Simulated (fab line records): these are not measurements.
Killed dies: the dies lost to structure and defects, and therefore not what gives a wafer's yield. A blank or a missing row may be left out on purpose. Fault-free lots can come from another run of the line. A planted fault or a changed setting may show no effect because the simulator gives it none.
Chamber matching    flow nand-harc    NHARC_P_GATE_DESCUM_13 on rie-diel-11 has 4 sister chambers
The step chemistry O2, time 3 s. 20 wafers are shown with their chamber, then 10 later ones without.

== EACH WAFER AND ITS CHAMBER ==
wafer   chamber  drypump-motor-current-A (A)  oes-product-au (a.u.)  throttle-valve-pct (%)
L711.2  3        5.8                          1.001                  11.317
L711.3  2        6.1                          0.994                  11.306
L711.5  2        6.1                          0.990                  11.315
L715.1  3        5.8                          1.001                  11.310
L715.2  0        5.7                          0.990                  11.313
L715.5  3        5.8                          0.995                  11.305
L716.2  2        6.0                          1.002                  11.317
L716.3  3        5.8                          0.991                  11.321
L716.5  1        5.3                          1.002                  11.316
L718.1  3        5.8                          0.989                  11.311
L718.2  0        5.7                          0.991                  11.312
L718.5  0        5.7                          0.987                  11.322
L719.2  0        5.7                          0.974                  11.316
L719.4  1        5.3                          1.002                  11.312
L719.6  1        5.3                          0.982                  11.319
L722.3  0        5.7                          0.999                  11.316
L722.5  2        6.1                          1.001                  11.302
L722.6  1        5.3                          0.997                  11.313
L724.1  0        5.7                          0.986                  11.311
L724.5  1        5.3                          0.984                  11.305

SIGNATURES (averages over the wafers above)
reading                  chamber 0  chamber 1  chamber 2  chamber 3  scatter within a chamber
drypump-motor-current-A  5.700      5.300      6.075      5.800      0.0217
oes-product-au           0.98783    0.99340    0.99675    0.99540    0.00765
throttle-valve-pct       11.31500   11.31300   11.31000   11.31280   0.00559
Rule: for each reading, subtract the chamber's mean from the wafer's reading, divide by that reading's scatter and square the result; add these up over the readings and take the root, which gives the wafer's distance from the chamber. The wafer belongs to the nearest chamber; if the next one is less than 2 further off, it can't be placed. The scatter is the square root of a quotient: the sum, over the shown wafers, of each reading's squared deviation from its chamber's mean, divided by wafers minus chambers.

== WAFERS WITH NO CHAMBER GIVEN ==
wafer   drypump-motor-current-A (A)  oes-product-au (a.u.)  throttle-valve-pct (%)
L724.6  6.1                          0.990                  11.301
L723.2  5.3                          0.990                  11.325
L723.3  5.7                          0.985                  11.331
L723.4  5.8                          0.989                  11.323
L730.1  6.1                          1.000                  11.312
L730.2  5.3                          0.998                  11.333
L730.6  6.1                          1.000                  11.306
L732.3  5.7                          0.974                  11.295
L732.4  6.1                          0.989                  11.312
L732.5  5.8                          0.984                  11.310

== THE CHAMBER EACH PASSED THROUGH ==
wafer   from the rows above  in truth
L724.6  2                    2
L723.2  1                    1
L723.3  0                    0
L723.4  3                    3
L730.1  2                    2
L730.2  1                    1
L730.6  2                    2
L732.3  0                    0
L732.4  2                    2
L732.5  3                    3
Correctly placed: 10 of 10. Not placeable from these rows: 0. Wrongly placed: 0.
